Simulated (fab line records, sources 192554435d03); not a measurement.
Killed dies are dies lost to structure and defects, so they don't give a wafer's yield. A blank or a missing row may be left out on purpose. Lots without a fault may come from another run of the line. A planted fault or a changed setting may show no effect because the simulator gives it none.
Chamber matching | flow n5_finfet | N5_BEOL_M3_VIA_ETCH_34 on rie_diel-03: 4 sister chambers
The step etches the open film in C4F6/O2, target depth 69.4 nm, time 65.9 s. 14 wafers are shown with their chamber, then 7 later ones without.

WAFERS WITH THEIR CHAMBER
wafer  | chamber | drypump_motor_current_A (A) | throttle_valve_pct (%) | oes_product_au (a.u.)
L074.1 | 1       | 5.9                         | 30.84                  | 0.76
L074.4 | 3       | 5.7                         | 30.58                  | 0.91
L074.5 | 0       | 5.3                         | 30.38                  | 0.74
L081.1 | 2       | 6.0                         | 30.65                  | 0.72
L081.3 | 0       | 5.2                         | 30.40                  | 0.72
L081.6 | 1       | 5.9                         | 30.85                  | 0.74
L088.1 | 2       | 6.0                         | 30.66                  | 0.71
L088.2 | 0       | 5.3                         | 30.41                  | 0.72
L088.5 | 2       | 6.0                         | 30.67                  | 0.72
L087.2 | 2       | 6.0                         | 30.67                  | 0.72
L087.4 | 1       | 5.9                         | 30.88                  | 0.73
L087.5 | 0       | 5.3                         | 30.41                  | 0.72
L090.3 | 1       | 5.9                         | 30.86                  | 0.72
L090.4 | 1       | 5.9                         | 30.88                  | 0.73

SIGNATURES (means of the wafers above)
reading                 | chamber 0 | chamber 1 | chamber 2 | chamber 3 | scatter within a chamber
drypump_motor_current_A | 5.275     | 5.900     | 6.000     | 5.700     | 0.0274
throttle_valve_pct      | 30.4000   | 30.8620   | 30.6625   | 30.5800   | 0.0147
oes_product_au          | 0.7250    | 0.7360    | 0.7175    | 0.9100    | 0.0114
Rule: a wafer's distance from a chamber is the root of the sum, over the readings, of the square of ((its reading less the chamber's mean) divided by the reading's scatter). The wafer belongs to the nearest chamber; if the next one is less than 2 further off, it can't be placed. The scatter: the root of (the sum of the squares of (reading less its chamber's mean) over the shown wafers, divided by (wafers less chambers)).

WAFERS WITHOUT THEIR CHAMBER
wafer  | drypump_motor_current_A (A) | throttle_valve_pct (%) | oes_product_au (a.u.)
L090.5 | 5.3                         | 30.43                  | 0.72
L093.1 | 5.3                         | 30.41                  | 0.70
L093.4 | 5.3                         | 30.41                  | 0.71
L093.5 | 6.0                         | 30.66                  | 0.70
L095.2 | 5.9                         | 30.89                  | 0.72
L095.4 | 6.0                         | 30.69                  | 0.70
L095.6 | 5.7                         | 30.60                  | 0.87

WHICH CHAMBER EACH WENT THROUGH
wafer  | from the rows above | in truth
L090.5 | 0                   | 0
L093.1 | 0                   | 0
L093.4 | 0                   | 0
L093.5 | 2                   | 2
L095.2 | 1                   | 1
L095.4 | 2                   | 2
L095.6 | 3                   | 3
Placed correctly: 7 of 7. Can't be placed from these rows: 0. Placed wrongly: 0.
